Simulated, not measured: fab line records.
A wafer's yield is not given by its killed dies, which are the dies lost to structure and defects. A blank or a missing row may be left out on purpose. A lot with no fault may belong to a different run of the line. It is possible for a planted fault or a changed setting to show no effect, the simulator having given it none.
Lot-split experiment | flow n5 finfet | 21 wafers read from 7 lots, route of 1938 steps

ON THE SPLIT
At N5_MOL_CONTACT_COAG_EXPOSE_81 (exposes mask VG, defocus 0 nm), the setting dose mj was moved away from the recipe's 59.5 on 8 of the 21 wafers read, by -7.4% to +6.0%. For the rest of the wafers, this setting stayed at what the recipe calls for.

FROM THE SPLIT TO THE READING: what the file shows between them, 4 steps
- N5_MOL_CONTACT_COAG_PEB_82: peb time 60 s
- N5_MOL_CONTACT_COAG_DEVELOP_83: develop time 30 s
- N5_MOL_CONTACT_COAG_PRECLEAN_144: cleans in alkaline clean, time 60 s
- N5_MOL_CONTACT_COAG_SRD_145: time 30 s

THE READING
cd nm at N5_MOL_CONTACT_COAG_CD_MEAS_137, given in nm (cd target 16 nm). Fault-free wafers of this fab line usually give 15.86 nm, standard deviation 0.3 nm.

wafer  | tool, chamber at the split | dose mj as run | against the recipe | cd nm, nm | against lot-mates on the recipe
L074.1 | euv scanner-01, 0          | 59.5           | recipe             | 15.74     | -
L074.3 | euv scanner-01, 0          | 59.5           | recipe             | 15.25     | -
L074.6 | euv scanner-01, 0          | 61.18          | +2.8%              | 16.14     | +0.64
L075.1 | euv scanner-02, 0          | 59.5           | recipe             | 15.58     | -
L075.2 | euv scanner-02, 0          | 59.5           | recipe             | 15.38     | -
L075.5 | euv scanner-02, 0          | 59.5           | recipe             | 15.82     | -
L077.1 | euv scanner-01, 0          | 62.36          | +4.8%              | 16.55     | +0.60
L077.3 | euv scanner-01, 0          | 62.36          | +4.8%              | 17.05     | +1.10
L077.6 | euv scanner-01, 0          | 59.5           | recipe             | 15.95     | -
L083.2 | euv scanner-01, 0          | 57.82          | -2.8%              | 15.23     | -1.04
L083.5 | euv scanner-01, 0          | 59.5           | recipe             | 16.27     | -
L083.6 | euv scanner-01, 0          | 57.82          | -2.8%              | 15.31     | -0.96
L088.1 | euv scanner-02, 0          | 59.5           | recipe             | 16.20     | -
L088.4 | euv scanner-02, 0          | 59.5           | recipe             | 15.27     | -
L088.5 | euv scanner-02, 0          | 63.09          | +6.0%              | 17.19     | +1.46
L090.3 | euv scanner-01, 0          | 59.5           | recipe             | 15.49     | -
L090.5 | euv scanner-01, 0          | 55.09          | -7.4%              | 14.12     | -1.63
L090.6 | euv scanner-01, 0          | 59.5           | recipe             | 16.02     | -
L093.1 | euv scanner-01, 0          | 59.5           | recipe             | 16.25     | -
L093.4 | euv scanner-01, 0          | 59.5           | recipe             | 15.97     | -
L093.5 | euv scanner-01, 0          | 56.16          | -5.6%              | 14.50     | -1.61

FIT RESULTS
A straight line over all 21 wafers: cd nm changes by +0.216 nm for each +1% of dose mj; r = +0.91; the points scatter about the line by 0.31 nm.
The same after taking each lot's own level away (the mean of its wafers on the recipe; 21 wafers): +0.236 nm for each +1%; r = +0.94; scatter 0.27 nm.
On that fit, the largest move of dose mj shifts the reading by 1.7 nm.
The span of the lots' own levels, 15.495 to 16.270 nm, comes to 2.6 times the standard deviation stated above.
The two slopes agree, so the slope changes little with the lot-to-lot level.
Check: -1.91 nm against its lot-mates is what the line predicts for one of the wafers moved furthest among these (-7.4%) when that wafer is left out of the fit. It came out at -1.63 nm against them.

ADDITIONAL SPLITS CARRIED BY THESE WAFERS
Before the reading, these wafers also passed through other splits. Each is held against what the fit with the lots' levels taken away leaves over:
other split on the same wafers        | wafers away from the commonest value | r with cd nm (lot level and that fit taken away)
N5_HKMG_FIN_HK_ALD_01 ald cycles      | 7                                    | +0.12
N5_GATE_CUT_ETCH_58 source w          | 8                                    | +0.02
N5_MOL_CONTACT_COAG_ETCH_15 source w  | 9                                    | +0.12
N5_MOL_CONTACT_COAG_ETCH_110 source w | 5                                    | -0.23
N5_MOL_CONTACT_COAG_ALD_27 ald cycles | 8                                    | +0.25

FILE'S OWN FIT
cd nm changes by +0.239 nm for each +1% of dose mj, r = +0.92.
